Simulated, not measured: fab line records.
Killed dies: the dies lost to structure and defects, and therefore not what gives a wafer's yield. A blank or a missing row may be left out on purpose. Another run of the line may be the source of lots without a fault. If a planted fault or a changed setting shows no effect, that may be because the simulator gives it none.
Chamber matching	flow n5Finfet	cmp-01 running N5_BEOL_M6_CMP_52: 4 sister chambers
The step polishes, stops on SiCOH lowk, t overpolish 6.9 s, target thk 80 nm. 18 wafers are shown with their chamber, then 9 later ones without.

== EACH WAFER AND ITS CHAMBER ==
wafer	chamber	barrierFieldEndpointS (s)	timeToEndpointS (s)	motorCurrentA (A)
L074.3	1	28.1	63	5.1
L074.5	2	28.8	60	5.2
L074.6	1	29.0	61	5.2
L079.1	1	28.7	62	5.3
L079.2	3	29.0	62	5.5
L079.3	2	30.1	64	5.8
L083.2	2	28.7	63	5.4
L083.4	3	28.8	60	5.2
L083.6	1	28.4	63	5.2
L084.2	2	29.0	65	5.7
L084.3	0	30.3	70	5.5
L084.4	3	29.0	61	5.5
L086.2	2	28.9	68	5.7
L086.3	1	28.9	62	5.3
L086.5	3	29.1	63	5.4
L088.2	0	29.8	66	5.8
L088.4	1	29.4	60	4.9
L088.5	0	31.3	68	5.7

SIGNATURES (means of the wafers above)
reading	chamber 0	chamber 1	chamber 2	chamber 3	scatter within a chamber
barrierFieldEndpointS	30.467	28.750	29.100	28.975	0.505
timeToEndpointS	68.00	61.83	64.00	61.50	1.96
motorCurrentA	5.667	5.167	5.560	5.400	0.184
Rule: for a wafer and a chamber, the distance is found by dividing, reading by reading, the gap between the wafer's reading and the chamber's mean by the reading's scatter, squaring, summing and taking the root. If the next closest chamber is less than 2 further off than the closest, the wafer can't be placed; otherwise it belongs to the closest. The scatter is the square root of a quotient: the sum, over the shown wafers, of each reading's squared deviation from its chamber's mean, divided by wafers minus chambers.

== WAFERS WITH NO CHAMBER GIVEN ==
wafer	barrierFieldEndpointS (s)	timeToEndpointS (s)	motorCurrentA (A)
L090.3	29.6	63	5.3
L090.4	29.6	63	4.9
L090.6	29.3	62	5.6
L089.1	29.2	62	5.1
L089.5	29.4	62	5.6
L089.6	30.2	63	5.7
L092.1	28.7	64	5.3
L092.3	28.7	64	5.5
L092.4	29.4	66	5.5

== EACH ONE'S CHAMBER ==
wafer	from the rows above	in truth
L090.3	can't be placed: 3 or 2 or 1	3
L090.4	can't be placed: 1 or 3 or 2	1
L090.6	can't be placed: 2 or 3 or 1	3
L089.1	can't be placed: 1 or 3 or 2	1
L089.5	can't be placed: 2 or 3 or 1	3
L089.6	can't be placed: 2 or 0 or 3 or 1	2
L092.1	can't be placed: 1 or 3 or 2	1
L092.3	can't be placed: 2 or 3 or 1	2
L092.4	can't be placed: 2 or 3 or 0 or 1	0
Correctly placed: 0 of 9. From these rows, 9 cannot be placed; in 9 the true chamber is one of the candidates. Wrongly placed: 0.
